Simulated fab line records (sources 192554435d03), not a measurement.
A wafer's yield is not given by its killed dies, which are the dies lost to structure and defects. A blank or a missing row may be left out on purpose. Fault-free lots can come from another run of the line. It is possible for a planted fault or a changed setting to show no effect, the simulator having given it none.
Problem report, 8D (eight disciplines) form, completed by code :: flow n5_finfet :: the parts of the form that need people (team, actions taken, sign-off) are left out

1. WHAT WENT WRONG
Wafers free of any fault read 3 nm (standard deviation 5.9) for NWELL_OVL at N5_WELL_APT_OVL_MEAS_09, against a mean of 55 nm on 6 wafers of 2 lots. Measured from the usual mean, that is +8.8 standard deviations.
First observed at day 4 13:50: wafer L259.1, on overlay-02. The record holds 30 wafers of 10 lots with a number at this step. The rule behind "out" and "out of limits": a value lying over 4 standard deviations away from the usual mean. The rest of the wafers with a number are treated as sound.

2. WHAT THIS IS AND IS NOT
question: which readings at this step
is: NWELL_OVL
is not: -

question: which lots
is: L259, L260
is not: L249, L253, L261, L263, L264, L268, L269, L270

question: which wafers of those lots
is: all that have a number
is not: -

question: read on which gauges
is: overlay-02
is not: overlay-01

question: when
is: from day 4 13:50
is not: up to then (6 sound wafers); but 18 sound wafers of L261, L263, L264, L268, L269, L270 came after

3. WHAT RULES OUT EACH SUSPECT
Counting: a tool at any process step up to the reading remains a suspect when it ran all the lots that are out and ran no sound lot after the first of those.
- the gauge at N5_WELL_APT_OVL_MEAS_09: kept. All the wafers that are out were read on overlay-02, and no step on other tools shows them out.
- krf_scanner-01 at N5_WELL_APT_EXPOSE_05 (exposes mask NWELL, defocus 0 nm, target cd 200 nm): kept. All lots that are out passed through it, beginning with L259 at day 4 13:38, and no sound lot followed; its final sound lot before that point was L253 at day 3 01:32.
Remaining after the count are krf_scanner-01 at N5_WELL_APT_EXPOSE_05 and overlay-02 at N5_WELL_APT_OVL_MEAS_09.

4. THE CAUSE (what the simulator had put in)
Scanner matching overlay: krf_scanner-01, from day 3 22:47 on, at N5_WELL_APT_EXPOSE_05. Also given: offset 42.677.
This tool is one of the 2 suspects left after counting.

5. THE CHAIN OF EFFECTS, in route order
Each row: a reading where the mean over the struck wafers with a number is more than 3 standard deviations away from the usual. Only readings for which the record gives a usual standard deviation are gone through. hours: the time from each lot's start at the first step in this table that gives one to its start at this step, as a median over the lots. sigmas: the change in usual standard deviations.
hours: 0
step: N5_WELL_APT_OVL_MEAS_09
reading: NWELL_OVL
usual: 3 nm
on struck wafers: 55
change: +52
sigmas: +8.8

6. WHAT WOULD HAVE CAUGHT IT SOONER
15 hours passed between the start of the fault at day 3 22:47 and the first reading out of limits at a measuring or inspecting step in this record, taken at day 4 13:50.
L260, from the lots that are out (2), started N5_WELL_APT_EXPOSE_05 on krf_scanner-01 later than day 4 13:50. A hold on the tool at that time would have spared it.
